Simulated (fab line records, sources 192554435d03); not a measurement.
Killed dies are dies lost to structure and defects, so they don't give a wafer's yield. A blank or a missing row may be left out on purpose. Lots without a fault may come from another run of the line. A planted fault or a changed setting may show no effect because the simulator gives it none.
A struck lot beside a sound one | flow n5_finfet | 15 steps out of a route of 1938
Sound: wafers L725.2, L725.4, L725.6. Struck: wafer L727.3. (L727.2, L727.6 of the same lot were not struck and are left out.) The cause comes at the end.
At each step with rows: each side's tool, then ch and its chambers, then its first start. Under that, the readings that differ: sound wafers | struck wafers | difference of the means | sigmas: that difference in standard deviations of wafers without a fault.
alike: readings whose means differ by less than 2 such deviations, and words and numbers that are the same on both sides. not compared: withheld readings, readings that some wafer has no value for, bounds like >300 that may hide the same value, and numbers for which the record gives no deviation and whose values overlap.
The two part at a step that has a row with sigmas, a row that says differs or no value, or rows on one side only. Numbers that don't overlap but have no deviation are shown without sigmas and don't part them. A reading that every wafer of one side lacks parts them only if that side has two wafers or more.

first, 6 steps without rows for these wafers: N5_BEOL_M3_COAT_22 (resist thk 30 nm); N5_BEOL_M3_EBR_24; N5_BEOL_M3_SOFTBAKE_23 (time 60 s); N5_BEOL_M3_EXPOSE_25 (exposes mask V2, defocus 5 nm); N5_BEOL_M3_PEB_26 (peb time 60 s); N5_BEOL_M3_DEVELOP_27 (develop time 30 s).
N5_BEOL_M3_CD_MEAS_28: target cd 25.7 nm, target cd y 23.3 nm.
  sound on cd_sem-02 ch 0, day 7 19:01; struck on cd_sem-02 ch 0, day 8 15:16
  alike: cd_nm
N5_BEOL_M3_OVL_MEAS_29:
  sound on overlay-01 ch 0, day 7 19:03; struck on overlay-01 ch 0, day 8 15:18
  alike: V2_OVL
N5_BEOL_M3_INSPECT_30: inspects for defects (brightfield).
  sound on defect_inspect-01, day 7 19:06; struck on defect_inspect-01, day 8 15:21
  alike: raw_defect_count
N5_BEOL_M3_DESCUM_33: chemistry O2, time 7 s.
  sound on rie_diel-02 ch 1,2, day 7 19:14; struck on rie_diel-04 ch 1, day 8 15:23
  reading                         | sound             | struck | difference | sigmas
  rf_vpp_V (V)                    | 245.4 243.1 243.1 | 240.3  | -3.6       | -3
  showerhead_plenum_p_Torr (Torr) | 2.23 2.11 2.11    | 2.01   | -0.14      | -2
  alike: bias_power_w, drypump_motor_current_A, o2_flow_sccm, oes_product_au, throttle_valve_pct
  not compared: rf_hours_counter_h
N5_BEOL_M3_ETCH_77: etches underlayer in N2/H2, target depth 6.5 nm, time 5.2 s.
  sound on rie_diel-02 ch 1,2, day 7 19:16; struck on rie_diel-04 ch 1, day 8 15:25
  reading                         | sound             | struck | difference | sigmas
  rf_vpp_V (V)                    | 529.1 523.8 522.9 | 520.1  | -5.2       | -2
  showerhead_plenum_p_Torr (Torr) | 2.73 2.56 2.56    | 2.44   | -0.18      | -2
  alike: drypump_motor_current_A, etch_rf_on_time_s, oes_product_au, throttle_valve_pct
  not compared: rf_hours_counter_h
N5_BEOL_M3_ETCH_69: etches SiARC in CF4, target depth 15.6 nm, time 26 s.
  sound on rie_diel-02 ch 1,2, day 7 19:17; struck on rie_diel-04 ch 1, day 8 15:26
  reading                         | sound          | struck | difference | sigmas
  showerhead_plenum_p_Torr (Torr) | 2.29 2.15 2.15 | 2.06   | -0.14      | -2
  alike: drypump_motor_current_A, etch_rf_on_time_s, oes_product_au, rf_vpp_V, throttle_valve_pct
  not compared: rf_hours_counter_h
N5_BEOL_M3_ALD_98: deposits SiO2, target thk 2.5 nm, pulse time 1 s, co reactant pulse time 1 s.
  sound on ald_sin-02 ch 0,2,3, day 7 19:22; struck on ald_sin-02 ch 1, day 8 15:54
  reading                                  | sound       | struck | difference | sigmas
  ald_cycles                               | 17 17 17    | 21     | +4         |
  model.SiO2_of_BEOL_M3_ALD_98.thk_nm (nm) | 2.6 2.4 2.4 | 3.2    | +0.7       |
  alike: heater_power_w, precursor_pulse_height_rel
N5_BEOL_M3_ETCHBACK_99: etches SiO2 in CHF3, target depth 5 nm, time 10.4 s.
  sound on rie_diel-02 ch 0,2,3, day 7 22:03; struck on rie_diel-02 ch 3, day 8 18:45
  reading               | sound             | struck | difference | sigmas
  CHF3_flow_sccm (sccm) | 11.94 12.00 12.00 | 11.90  | -0.08      | -2
  alike: drypump_motor_current_A, oes_product_au, rf_vpp_V, showerhead_plenum_p_Torr, throttle_valve_pct
  not compared: rf_hours_counter_h
N5_BEOL_M4_RC_MEAS_101:
  sound on prober-01 ch 0, day 8 20:02; struck on prober-01 ch 0, day 9 17:14
  reading       | sound          | struck | difference | sigmas
  SS_N (mV/dec) | 70.6 71.0 71.7 | 72.3   | +1.2       | +3
  alike: DIBL_N, DIBL_P, IOFF_N, IOFF_P, ION_N, ION_P, SS_P, VT_N, VT_P

WHERE THEY PART
First at N5_BEOL_M3_DESCUM_33; last, within this record, at N5_BEOL_M4_RC_MEAS_101.

WHY: what the simulator had put in
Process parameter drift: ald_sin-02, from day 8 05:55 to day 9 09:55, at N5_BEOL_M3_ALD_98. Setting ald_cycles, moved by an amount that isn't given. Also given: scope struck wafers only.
